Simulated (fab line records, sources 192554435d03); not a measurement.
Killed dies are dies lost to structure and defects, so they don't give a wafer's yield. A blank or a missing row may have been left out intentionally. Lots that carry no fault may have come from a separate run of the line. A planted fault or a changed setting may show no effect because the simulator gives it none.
Struck lot and sound lot, side by side -- flow n5-finfet -- 15 out of 1938 route steps
Sound: wafers L774.2, L774.3, L774.6. Struck: wafers L788.2, L788.3, L788.4. Last of all comes the cause.
At each step with rows: each side's tool, then ch and its chambers, then its first start. Under that, the readings that differ: sound wafers -- struck wafers -- difference of the means -- sigmas: that difference in standard deviations of wafers without a fault.
alike: readings whose means differ by less than 2 such deviations, and words and numbers that are the same on both sides. not compared: withheld readings, readings that some wafer has no value for, bounds like >300 that may hide the same value, and numbers for which the record gives no deviation and whose values overlap.
A row with sigmas, a row that says differs or no value, or rows on one side alone: a step with any of these is where the two part. Non-overlapping numbers with no deviation appear without sigmas and do not part them. A reading missing from all wafers of one side parts the sides only when that side holds two or more wafers.

first, 6 steps without rows for these wafers: N5_PASSIVATION_EBR_40; N5_PASSIVATION_SOFTBAKE_39 (time 120 s); N5_PASSIVATION_EXPOSE_41 (exposes mask PASS OPEN, defocus 0 nm, target cd 40000 nm); N5_PASSIVATION_PEB_42; N5_PASSIVATION_DEVELOP_43 (develop time 60 s); N5_PASSIVATION_HARDBAKE_45 (time 120 s).
N5_PASSIVATION_CD_MEAS_44: target cd 40000 nm.
  sound on cd-sem-03 ch 0, day 13 06:47; struck on cd-sem-02 ch 0, day 16 19:08
  alike: cd-nm
N5_PASSIVATION_OVL_MEAS_66:
  sound on overlay-01 ch 0, day 13 06:49; struck on overlay-01 ch 0, day 16 19:10
  alike: PASS_OPEN_OVL
N5_PASSIVATION_INSPECT_67: inspects for defects (macro).
  sound on defect-inspect-02 at day 13 06:51; struck on defect-inspect-02 at day 16 19:11
  alike: raw-defect-count
N5_PASSIVATION_DESCUM_46: chemistry O2, time 7.9 s.
  sound on rie-diel-05 ch 0,1,2, day 13 06:53; struck on rie-diel-01 ch 0,1,3, day 16 19:20
  alike: drypump-motor-current-A, oes-product-au, rf-vpp-V, showerhead-plenum-p-Torr, throttle-valve-pct
  not compared: rf-hours-counter-h
N5_PASSIVATION_PASS_ETCH_47: etches SiNx in CF4/O2, target depth 770 nm, time 385 s.
  sound on rie-diel-05 ch 0,1,2, day 13 06:55; struck on rie-diel-01 ch 0,1,3, day 16 19:22
  alike: drypump-motor-current-A, oes-product-au, rf-vpp-V, showerhead-plenum-p-Torr, throttle-valve-pct
  not compared: rf-hours-counter-h
N5_PASSIVATION_ETCH_54: etches SiO2 in CHF3/O2, target depth 880 nm, time 440 s.
  sound on rie-diel-05 ch 0,1,2, day 13 07:08; struck on rie-diel-01 ch 0,1,3, day 16 19:36
  alike: drypump-motor-current-A, oes-product-au, rf-vpp-V, showerhead-plenum-p-Torr, throttle-valve-pct
  not compared: rf-hours-counter-h
N5_PASSIVATION_STRIP_48: strips in O2.
  sound on rie-diel-05 ch 0,1,2, day 13 07:26; struck on rie-diel-01 ch 0,1,3, day 16 19:53
reading,sound,struck,difference,sigmas
temp-c (C),59.91 60.17 59.98,61.53 61.32 61.07,+1.29,+10
  alike: drypump-motor-current-A, oes-product-au, rf-vpp-V, showerhead-plenum-p-Torr, throttle-valve-pct
  not compared: rf-hours-counter-h
then, 1 step without rows for these wafers: N5_PASSIVATION_STRIP_52 (strips in post etch residue remover, time 1200 s).
N5_PASSIVATION_PROBE_49:
  sound on prober-02 at day 13 09:58; struck on prober-02 at day 16 22:26
reading,sound,struck,difference,sigmas
killed_at_M0_to_M3,25 30 39,52 58 76,+31,+3
  alike: defect-limited-yield, killed_at_M4_up, killed-at-contacts, killed-at-front-end, killed-at-other, killed-dies, killed-on-rim, killed-open, killed-short, sort_bin_5_function, sort_bin_6_memory, sort-n-pass, sort-yield-pct

== WHERE THEY PART ==
Last at N5_PASSIVATION_PROBE_49 as far as this record goes, first at N5_PASSIVATION_STRIP_48.

WHY: the cause the simulator had injected
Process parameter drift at N5_PASSIVATION_STRIP_48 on rie-diel-01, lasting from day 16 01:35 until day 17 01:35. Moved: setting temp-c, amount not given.
